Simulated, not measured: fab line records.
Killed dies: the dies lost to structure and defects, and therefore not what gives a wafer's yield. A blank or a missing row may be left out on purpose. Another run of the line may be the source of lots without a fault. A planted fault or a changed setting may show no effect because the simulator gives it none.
Which of the tools did it?	flow n5 finfet	10 lots with 28 wafers sampled at 5 steps, on a route of 1938 steps

WHAT EACH GAUGE READ, for each wafer
N5_PMOS_HMC_CHANNEL_EPI_THK_MEAS_22. Usual: HMC_CMP_THK 53.9 nm, standard deviation 0.71.
lot	measured	on	HMC_CMP_THK (nm)	flag
L401	day 2 19:55	film metro-02	52.9 53.9	
L404	day 3 13:49	film metro-02	54.6 53.9 52.8	
L405	day 3 20:49	film metro-01	54.8 54.3 54.0	
L406	day 4 02:55	film metro-01	53.9 54.2	
L409	day 4 20:19	film metro-01	54.4 54.4 53.8	
L412	day 5 14:35	film metro-02	53.2 54.1 54.0	
L414	day 6 03:02	film metro-01	53.6 54.0 54.0	
L415	day 6 08:21	film metro-01	53.2 52.9 53.1	
L419	day 7 07:47	film metro-02	53.6 54.6 54.5	
L420	day 7 13:25	film metro-01	53.4 53.4 53.5	

N5_BEOL_M4_RC_MEAS_101. Usual: DIBL_N 36.4 mV/V, standard deviation 1.9; DIBL_P 35.8 mV/V, standard deviation 2.1; IOFF_N 0.158 nA/um, standard deviation 0.029; IOFF_P 0.21 nA/um, standard deviation 0.035; ION_N 676 uA/um, standard deviation 14; ION_P 465 uA/um, standard deviation 9.7; SS_N 71.5 mV/dec, standard deviation 0.66; SS_P 73.4 mV/dec, standard deviation 0.7; VT_N 249.8 mV, standard deviation 3; VT_P -250 mV, standard deviation 3.3.
lot	measured	on	DIBL_N (mV/V)	DIBL_P (mV/V)	IOFF_N (nA/um)	IOFF_P (nA/um)	ION_N (uA/um)	ION_P (uA/um)	SS_N (mV/dec)	SS_P (mV/dec)	VT_N (mV)	VT_P (mV)	flag
L401	day 9 19:14	prober-02	38.7 37.0	39.5 37.7	0.200 0.170	0.23 0.21	693 694	465 473	72.1 71.2	74.2 73.7	246.4 248.1	-250 -253	
L404	day 10 17:44	prober-01	37.8 37.5 35.5	37.2 37.2 34.2	0.177 0.171 0.135	0.26 0.26 0.20	676 676 667	473 471 465	71.2 71.5 70.9	73.9 74.0 73.1	248.1 248.2 252.9	-248 -246 -250	
L405	day 11 02:13	prober-02	36.7 33.3 37.8	36.4 32.6 36.6	0.161 0.110 0.167	0.22 0.17 0.23	684 675 667	468 465 461	72.4 70.9 72.5	73.9 72.2 73.8	250.9 255.0 252.5	-247 -251 -246	
L406	day 11 04:08	prober-01	38.3 34.2	38.8 35.3	0.204 0.135	0.30 0.23	678 686	472 482	72.6 71.4	74.8 73.7	246.1 250.5	-246 -246	
L409	day 12 12:55	prober-02	38.2 33.7 36.4	38.0 33.5 36.1	0.187 0.113 0.148	0.21 0.15 0.18	678 663 675	465 456 452	72.9 70.5 71.4	73.3 71.4 73.2	248.1 253.5 250.3	-250 -253 -253	
L412	day 12 18:44	prober-02	35.6 36.3 34.5	34.7 35.7 33.4	0.148 0.159 0.129	0.19 0.20 0.17	680 682 666	468 463 455	71.1 71.1 71.4	72.9 73.4 72.7	250.3 249.3 252.4	-252 -249 -252	
L414	day 12 22:31	prober-02	38.4 36.3 36.8	38.6 36.6 37.9	0.208 0.156 0.164	0.30 0.24 0.27	694 656 680	479 460 471	71.9 71.5 71.6	73.8 73.0 73.5	245.0 250.2 246.9	-243 -246 -244	
L415	day 13 18:32	prober-02	35.8 35.2 34.1	34.8 34.1 31.6	0.155 0.142 0.117	0.21 0.19 0.16	671 666 656	469 459 448	71.1 71.3 71.0	73.4 73.4 72.0	250.0 251.1 250.5	-249 -248 -251	
L419	day 14 22:58	prober-02	37.2 35.6 36.6	37.9 36.8 37.2	0.162 0.142 0.151	0.22 0.20 0.22	671 679 670	459 464 461	72.3 71.2 71.8	73.8 72.9 73.7	250.7 250.5 252.0	-250 -249 -248	
L420	day 15 10:07	prober-01	33.6 31.6 30.2	33.7 31.8 30.0	0.126 0.110 0.091	0.18 0.16 0.14	668 667 652	463 462 455	72.0 70.6 70.8	72.9 72.2 71.9	252.8 253.3 257.4	-250 -254 -254	

TOOL THAT RAN EACH LOT (tool first, then ch and the chambers of the sampled wafers, then the start)
lot	N5_FIN_SAQP_PECVD_47	N5_FIN_SAQP_HM_DEP_72	N5_FIN_SAQP_COAT_49
L401	pecvd-01 ch 0, day 2 22:43	pecvd-03 ch 0,2, day 2 22:59	litho track-04 ch 0, day 2 23:05
L404	pecvd-03 ch 0,2, day 3 15:04	pecvd-01 ch 0,1, day 3 15:16	litho track-01 ch 0, day 3 15:20
L405	pecvd-03 ch 0,1, day 3 21:57	pecvd-01 ch 0,1,2, day 3 22:10	litho track-01 ch 0, day 3 22:14
L406	pecvd-02 ch 0,1, day 4 04:11	pecvd-03 ch 2, day 4 04:23	litho track-01 ch 0, day 4 04:30
L409	pecvd-02 ch 0,1,2, day 5 00:17	pecvd-03 ch 0,1,2, day 5 00:29	litho track-01 ch 0, day 5 00:34
L412	pecvd-02 ch 0,2, day 5 15:49	pecvd-01 ch 1,2, day 5 16:01	litho track-01 ch 0, day 5 16:05
L414	pecvd-01 ch 1,2, day 6 04:13	pecvd-02 ch 1,2, day 6 04:25	litho track-01 ch 0, day 6 04:30
L415	pecvd-03 ch 1,2, day 6 09:53	pecvd-01 ch 1,2, day 6 10:06	litho track-01 ch 0, day 6 10:12
L419	pecvd-03 ch 0,1, day 7 09:14	pecvd-01 ch 0,1,2, day 7 09:27	litho track-02 ch 0, day 7 09:31
L420	pecvd-03 ch 0,1, day 7 14:37	pecvd-01 ch 0,1,2, day 7 14:49	litho track-04 ch 0, day 7 14:54
- N5_FIN_SAQP_PECVD_47: deposits a-Si from SiH4/He, target thk 45 nm, time 36.3 s.
- N5_FIN_SAQP_HM_DEP_72: deposits SiO2 from SiH4/N2O, target thk 12 nm, time 7.2 s.
- N5_FIN_SAQP_COAT_49: time 60 s, resist thk 100 nm.

AS READ BY THE TOOLS THEMSELVES (means over the sampled wafers that have a number; for cases with no such wafer, the mark the record gives instead)
N5_FIN_SAQP_PECVD_47. Usual: heater power w 872 W, standard deviation 83; showerhead plenum p Torr 5.67 Torr, standard deviation 0.038; susceptor temp C 399.97 C, standard deviation 0.21; throttle valve pct 18.6 %, standard deviation 1.3.
lot	tool	heater power w (W)	showerhead plenum p Torr (Torr)	susceptor temp C (C)	throttle valve pct (%)	flag
L401	pecvd-01	864	5.67	399.91	19.1	
L404	pecvd-03	914	5.62	400.17	17.3	
L405	pecvd-03	870	5.63	399.85	19.5	
L406	pecvd-02	818	5.71	399.87	17.4	
L409	pecvd-02	860	5.68	399.98	18.2	
L412	pecvd-02	939	5.66	400.01	19.1	
L414	pecvd-01	990	5.70	399.85	17.6	
L415	pecvd-03	952	5.62	400.07	18.3	
L419	pecvd-03	835	5.63	399.92	19.4	
L420	pecvd-03	841	5.62	400.17	19.4	

N5_FIN_SAQP_HM_DEP_72. Usual: heater power w 823 W, standard deviation 92; showerhead plenum p Torr 8.15 Torr, standard deviation 0.1; susceptor temp C 400.03 C, standard deviation 0.2.
lot	tool	heater power w (W)	showerhead plenum p Torr (Torr)	susceptor temp C (C)	flag
L401	pecvd-03	798	8.03	399.81	
L404	pecvd-01	764	8.21	400.02	
L405	pecvd-01	839	8.22	399.90	
L406	pecvd-03	842	8.05	399.94	
L409	pecvd-03	822	8.03	400.02	
L412	pecvd-01	868	8.23	400.24	
L414	pecvd-02	748	8.18	400.12	
L415	pecvd-01	795	8.24	400.15	
L419	pecvd-01	835	8.22	400.20	
L420	pecvd-01	846	8.21	400.12	

N5_FIN_SAQP_COAT_49. Usual: 1499.9 rpm for spin speed rpm, sd 0.86.
lot	tool	spin speed rpm (rpm)	flag
L401	litho track-04	1498.2	
L404	litho track-01	1501.2	
L405	litho track-01	1499.6	
L406	litho track-01	1500.4	
L409	litho track-01	1498.8	
L412	litho track-01	1648.9	OFF
L414	litho track-01	1648.3	OFF
L415	litho track-01	1648.0	OFF
L419	litho track-02	1499.8	
L420	litho track-04	1500.5	

THE ANSWER, worked out from the rows above alone
Rule: lot off if the mean of its wafers having a number is beyond 3 standard deviations from the usual mean. A lot without any number at a reading at which 4 lots or more have one is off too. The other lots that the step has rows for count as sound. The gauges are gone through in route order, then the tools' own readings, and for those a lot's mean is taken as printed above. The first step at which some lot is off is used, and at that step the reading that is off furthest; a lot without a number counts as furthest.
Off, at N5_FIN_SAQP_COAT_49 on spin speed rpm: L412, L414, L415.
A tool fits if, at that step or a process step before it, it ran every lot that is off, and no sound lot after the first of them. One candidate fits, namely litho track-01 at N5_FIN_SAQP_COAT_49. Its last sound lot is L409 (day 5 00:34), its first lot that is off L412 (day 5 16:05): a fault that began between those two fits.
On the lots that are off, the tool's own readings at N5_FIN_SAQP_COAT_49 differ by more than 5 times the standard deviation of the sound lots' means, which bears it out; spin speed rpm reads 1648.4 rpm there versus 1499.8 rpm on the sound lots.

WHAT WAS PUT IN BY THE SIMULATOR
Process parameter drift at N5_FIN_SAQP_COAT_49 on litho track-01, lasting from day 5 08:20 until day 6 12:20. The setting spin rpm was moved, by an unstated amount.
Shown lots that were struck: L412, L414, L415. The same result came from the rule above.
